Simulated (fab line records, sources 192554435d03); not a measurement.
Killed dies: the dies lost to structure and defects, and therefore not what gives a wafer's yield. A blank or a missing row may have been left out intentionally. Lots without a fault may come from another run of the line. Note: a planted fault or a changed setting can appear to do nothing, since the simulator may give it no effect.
Struck lot and sound lot, side by side    flow n5 finfet    27 steps out of a route of 1938
Sound: the wafers L549.1, L549.2, L549.6. Struck: wafer L564.4 (left out: L564.2, L564.5 of the same lot, which were not struck); the cause appears at the end.
For every step that has rows: the tool of each side, followed by ch and its chambers, followed by its first start. Under that, the readings that differ: sound wafers    struck wafers    difference of the means    sigmas: that difference in standard deviations of wafers without a fault.
alike: readings with means less than 2 such deviations apart, plus words and numbers identical on both sides. not compared: withheld readings, readings lacking a value on some wafer, bounds such as >300 that could conceal the same value, and numbers that have no deviation in the record and whose values overlap.
A row with sigmas, a row that says differs or no value, or rows on one side alone: a step with any of these is where the two part. Numbers that don't overlap but have no deviation are shown without sigmas and don't part them. Lack of a reading on every wafer of one side parts them only where that side has two or more wafers.

first, 9 steps without rows for these wafers: N5_BEOL_M0_SAQP_PEB_38 (peb time 60 s); N5_BEOL_M0_SAQP_DEVELOP_39 (develop time 30 s); N5_BEOL_M0_SAQP_DESCUM_45 (chemistry O2, time 7 s); N5_BEOL_M0_SAQP_ETCH_88 (etches underlayer in N2/H2, target depth 6.5 nm, time 5.2 s); N5_BEOL_M0_SAQP_ETCH_73 (etches SiARC in CF4, target depth 19.5 nm, time 32.5 s); N5_BEOL_M0_SAQP_CUT_ETCH_46 (etches SOC in N2/H2, target depth 135 nm, overetch 27 nm, time 202.5 s); N5_BEOL_M0_SAQP_STRIP_74 (strips in N2/H2); N5_BEOL_M0_SAQP_STRIP_89 (strips in N2/H2); N5_BEOL_M0_SAQP_ALD_48 (deposits SiO2, target thk 20 nm, pulse time 1 s, co reactant pulse time 1 s).
N5_BEOL_M0_SAQP_ETCH_49: etches SiO2 in CF4/O2, target depth 37 nm.
  sound on rie diel-03 ch 1,3, day 6 02:33; struck on rie diel-03 ch 1, day 9 19:33
reading                                        sound              struck  difference  sigmas
oes product au (a.u.)                          0.79 0.76 0.76     1.05    +0.28       +3
model.etch.depth nm (nm)                       37.39 37.65 37.74  62.35   +24.76      
model.BEOL_M0_SAQP.feature depth nm (nm)       37.4 37.6 37.8     62.4    +24.8       
model.SOC_of_BEOL_M0_SAQP_COAT_69.thk nm (nm)  70.2 70.6 70       57.4    -12.9       
  alike: bias w, drypump motor current A, rf fwd power W, rf vpp V, showerhead plenum p Torr, throttle valve pct
  not compared: rf hours counter h
then, 10 steps without rows for these wafers: N5_BEOL_M0_SAQP_STRIP_75 (strips in CF4); N5_BEOL_M0_CUTY_COAT_50 (time 60 s, resist thk 15 nm); N5_BEOL_M0_CUTY_COAT_51 (resist thk 150 nm); N5_BEOL_M0_CUTY_EBR_52; N5_BEOL_M0_CUTY_SOFTBAKE_53 (time 60 s); N5_BEOL_M0_CUTY_EXPOSE_54 (exposes mask M0 ABLK); N5_BEOL_M0_CUTY_PEB_55 (peb time 60 s); N5_BEOL_M0_CUTY_DEVELOP_56 (develop time 30 s); N5_BEOL_M0_CUTY_DESCUM_61 (chemistry O2, time 7.9 s); N5_BEOL_M0_CUTY_ETCH_62 (etches SiARC in CF4, time 58.5 s).
N5_BEOL_M0_CUTY_ETCH_63: etches SOC in N2/H2, target depth 82.7 nm, overetch 16.5 nm, time 124 s.
  sound on rie diel-02 ch 1,3, day 6 03:56; struck on rie diel-04 ch 0, day 9 20:05
reading                      sound              struck  difference  sigmas
drypump motor current A (A)  5.1 5.5 5.1        6.5     +1.3        +2
oes product au (a.u.)        0.56 0.59 0.56     0.72    +0.15       +3
rf fwd power W (W)           834.6 834.7 836.5  842.1   +6.8        +3
throttle valve pct (%)       18.41 18.10 18.42  17.48   -0.83       -3
model.etch.depth nm (nm)     70.17 70.5 70      57.43   -12.79      
  alike: bias w, rf vpp V, showerhead plenum p Torr
  not compared: rf hours counter h
then, 3 steps without rows for these wafers: N5_BEOL_M0_CUTY_STRIP_64 (strips in N2/H2); N5_BEOL_M0_ETCH_138 (etches SiCN in CH3F/O2, target depth 12 nm, time 31.6 s); N5_BEOL_M0_HM_OPEN_105 (chemistry Cl2/BCl3, target TiN, target depth 12 nm).
N5_BEOL_M0_STRIP_140: strips in CF4.
  sound on rie diel-04 ch 1,3, day 6 09:03; struck on rie diel-02 ch 0, day 10 01:59
reading                                        sound              struck  difference  sigmas
throttle valve pct (%)                         13.37 13.93 13.91  13.05   -0.69       -3
model.SiO2_of_BEOL_M0_SAQP_ALD_48.thk nm (nm)  11 10.8 10.6       5.6     -5.2        
  alike: drypump motor current A, oes product au, rf fwd power W, rf vpp V, showerhead plenum p Torr
  not compared: rf hours counter h
then, 1 step without rows for these wafers: N5_BEOL_M0_STRIP_104 (strips in N2/H2).
N5_BEOL_M4_RC_MEAS_101:
  sound on prober-01 ch 0, day 8 05:14; struck on prober-01 ch 0, day 11 15:47
  alike: DIBL_N, DIBL_P, IOFF_N, IOFF_P, ION_N, ION_P, SS_N, SS_P, VT_N, VT_P

== WHERE THEY PART ==
Last at N5_BEOL_M0_STRIP_140 as far as this record goes, first at N5_BEOL_M0_SAQP_ETCH_49. Later steps at which nothing parts them and some readings are alike: N5_BEOL_M4_RC_MEAS_101.

WHY: what the simulator had put in
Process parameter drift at N5_BEOL_M0_SAQP_ETCH_49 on rie diel-03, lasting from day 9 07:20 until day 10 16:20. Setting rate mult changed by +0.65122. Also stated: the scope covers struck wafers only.
